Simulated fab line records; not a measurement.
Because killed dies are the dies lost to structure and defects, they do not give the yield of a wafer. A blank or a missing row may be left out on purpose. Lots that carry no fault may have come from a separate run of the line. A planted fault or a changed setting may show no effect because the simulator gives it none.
Matching of chambers :: flow n5Finfet :: pecvd-03 running N5_BEOL_M1_DEP_57: 3 sister chambers
The step deposits SiCN from 3MS/NH3, target thk 8 nm, time 14 s. 6 wafers are shown with their chamber, then 12 later ones without.

WAFERS, EACH WITH ITS CHAMBER
wafer: L085.2
chamber: 2
showerheadPlenumPTorr (Torr): 3.671
throttleValvePct (%): 9.9

wafer: L093.4
chamber: 2
showerheadPlenumPTorr (Torr): 3.662
throttleValvePct (%): 8.5

wafer: L093.5
chamber: 1
showerheadPlenumPTorr (Torr): 3.635
throttleValvePct (%): 8.8

wafer: L091.2
chamber: 0
showerheadPlenumPTorr (Torr): 3.691
throttleValvePct (%): 8.7

wafer: L091.4
chamber: 1
showerheadPlenumPTorr (Torr): 3.626
throttleValvePct (%): 8.9

wafer: L091.5
chamber: 0
showerheadPlenumPTorr (Torr): 3.678
throttleValvePct (%): 8.8

WAFERS WHOSE CHAMBER IS MISSING
wafer: L095.2
showerheadPlenumPTorr (Torr): 3.660
throttleValvePct (%): 8.4

wafer: L095.3
showerheadPlenumPTorr (Torr): 3.676
throttleValvePct (%): 8.7

wafer: L095.5
showerheadPlenumPTorr (Torr): 3.640
throttleValvePct (%): 8.8

wafer: L092.1
showerheadPlenumPTorr (Torr): 3.658
throttleValvePct (%): 8.5

wafer: L092.2
showerheadPlenumPTorr (Torr): 3.639
throttleValvePct (%): 9.1

wafer: L092.5
showerheadPlenumPTorr (Torr): 3.640
throttleValvePct (%): 9.0

wafer: L096.2
showerheadPlenumPTorr (Torr): 3.644
throttleValvePct (%): 8.9

wafer: L096.4
showerheadPlenumPTorr (Torr): 3.641
throttleValvePct (%): 8.9

wafer: L096.6
showerheadPlenumPTorr (Torr): 3.658
throttleValvePct (%): 8.5

wafer: L097.2
showerheadPlenumPTorr (Torr): 3.634
throttleValvePct (%): 8.8

wafer: L097.3
showerheadPlenumPTorr (Torr): 3.671
throttleValvePct (%): 8.4

wafer: L097.5
showerheadPlenumPTorr (Torr): 3.659
throttleValvePct (%): 8.5

CHAMBER TAKEN BY EACH
wafer: L095.2
from the rows above: can't be placed: 2 or 0
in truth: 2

wafer: L095.3
from the rows above: can't be placed: 0 or 2
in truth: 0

wafer: L095.5
from the rows above: 1
in truth: 1

wafer: L092.1
from the rows above: can't be placed: 2 or 0
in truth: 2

wafer: L092.2
from the rows above: 1
in truth: 1

wafer: L092.5
from the rows above: 1
in truth: 1

wafer: L096.2
from the rows above: can't be placed: 1 or 2
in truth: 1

wafer: L096.4
from the rows above: 1
in truth: 1

wafer: L096.6
from the rows above: can't be placed: 2 or 0
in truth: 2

wafer: L097.2
from the rows above: 1
in truth: 1

wafer: L097.3
from the rows above: can't be placed: 2 or 0
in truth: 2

wafer: L097.5
from the rows above: can't be placed: 2 or 0
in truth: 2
Placed correctly: 5 of 12. Unplaceable from these rows: 7, with the true chamber sitting among the candidates in 7. Wrongly placed: 0.
How it was worked out, from the rows above alone: a wafer's distance from a chamber is the root of the sum, over the readings, of the square of ((its reading less the chamber's mean) divided by the reading's scatter). If the next closest chamber is less than 2 further off than the closest, the wafer can't be placed; otherwise it belongs to the closest. For every chamber, the mean is computed from those of its wafers that are shown. The scatter: take each reading less its chamber's mean, square it, sum over the shown wafers, divide by the number of wafers less the number of chambers, and take the root.
